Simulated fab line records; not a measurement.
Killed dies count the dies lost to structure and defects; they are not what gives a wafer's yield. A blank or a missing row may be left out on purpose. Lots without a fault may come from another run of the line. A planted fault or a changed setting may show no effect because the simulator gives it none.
A struck lot beside a sound one | flow nand harc | 15 steps out of a route of 1159
Sound: the wafers L825.2, L825.5, L825.6. The struck wafers were L814.2, L814.3, L814.4. Last of all comes the cause.
For every step that has rows: the tool of each side, followed by ch and its chambers, followed by its first start. Under that, the readings that differ: sound wafers | struck wafers | difference of the means | sigmas: that difference in standard deviations of wafers without a fault.
alike: words and numbers the same on both sides, and readings whose means are apart by under 2 such deviations; not compared: readings that were withheld, readings missing a value for some wafer, numbers with overlapping values and no deviation given by the record, and bounds like >300 which may hide the same value.
The two part at a step that has a row with sigmas, a row that says differs or no value, or rows on one side only. Non-overlapping numbers with no deviation appear without sigmas and do not part them. A reading that every wafer of one side lacks parts them only if that side has two wafers or more.

NHARC_A_CONTACT_ETCH_75: etches the open film in CF4, target depth 39 nm, time 65 s.
  sound on rie diel-01 ch 0,1,3, day 21 10:58; struck on rie diel-11 ch 0,2,3, day 18 18:32
  alike: bias w, cf4 flow sccm, drypump motor current A, oes product au, rf vpp V, showerhead plenum p Torr, throttle valve pct
  not compared: rf hours counter h
then, 5 steps without rows for these wafers: NHARC_A_CONTACT_ETCH_76 (etches the open film in N2/H2, target depth 260 nm, time 475.3 s); NHARC_A_CONTACT_ETCH_77 (etches the open film in CF4/CHF3, target depth 72.6 nm, time 36.3 s); NHARC_A_CONTACT_ETCH_78 (etches the open film in O2/COS, target depth 2800 nm, time 728 s); NHARC_A_CONTACT_ETCH_124 (etches the open film in C4F8/O2/Ar, time 140 s, target depth 700 nm); NHARC_A_CONTACT_ETCH_125 (etches the open film in C4F8/O2/Ar, time 155 s, target depth 956 nm).
NHARC_A_CONTACT_ETCH_126: etches the open film in C4F8/O2/Ar, time 155 s, target depth 956 nm.
  sound on har cap etch-03 ch 0,1, day 21 12:20; struck on har cap etch-01 ch 0,1, day 18 20:00
  alike: chamber pressure mTorr, oes air line au
  not compared: rf hours counter h
then, 2 steps without rows for these wafers: NHARC_A_CONTACT_ETCH_127 (etches the open film in C4F8/O2/Ar, time 155 s, target depth 956 nm); NHARC_A_CONTACT_ETCH_128 (etches the open film in C4F8/O2/Ar, time 155 s, target depth 956 nm).
NHARC_A_CONTACT_ETCH_129: etches the open film in C4F8/O2/Ar, time 155 s, target depth 956 nm.
  sound on har cap etch-03 ch 0,1, day 21 12:46; struck on har cap etch-01 ch 0,1, day 18 20:26
  alike: chamber pressure mTorr, oes air line au
  not compared: rf hours counter h
NHARC_A_CONTACT_ETCH_130: etches the open film in C4F8/O2/Ar, time 155 s, target depth 956 nm.
  sound on har cap etch-03 ch 0,1, day 21 12:54; struck on har cap etch-01 ch 0,1, day 18 20:34
  alike: chamber pressure mTorr, oes air line au
  not compared: rf hours counter h
NHARC_A_CONTACT_ETCH_131: etches the open film in C4F8/O2/Ar, time 155 s, target depth 956 nm.
  sound on har cap etch-03 ch 0,1, day 21 13:03; struck on har cap etch-01 ch 0,1, day 18 20:43
  alike: chamber pressure mTorr, oes air line au
  not compared: rf hours counter h
NHARC_A_CONTACT_ETCH_132: etches the open film in C4F8/O2/Ar, time 156 s, target depth 958 nm.
  sound on har cap etch-03 ch 0,1, day 21 13:11; struck on har cap etch-01 ch 0,1, day 18 20:52
  no value came back on the struck wafers for chamber pressure mTorr (mTorr), oes air line au (a.u.); on the sound wafers chamber pressure mTorr (mTorr) reads 20.016 19.991 20.002
  not compared: rf hours counter h
then, 1 step without rows for these wafers: NHARC_A_CONTACT_ETCH_133 (etches the open film in C4F8/O2/Ar, time 195 s, target depth 840 nm).
-- the record jumps here: 3 days lie between the struck wafers' starts before and after (it left off in module A_CONTACT and takes up again in module END, whose first step shown is number 1159 of the route) --
NHARC_END_SORT_01:
  here the record holds rows for the struck wafers (prober-02 ch 0, day 21 15:42) but none for the sound ones

WHERE THEY PART
First at NHARC_A_CONTACT_ETCH_132; last, within this record, at NHARC_END_SORT_01.

WHY: what had been put in by the simulator
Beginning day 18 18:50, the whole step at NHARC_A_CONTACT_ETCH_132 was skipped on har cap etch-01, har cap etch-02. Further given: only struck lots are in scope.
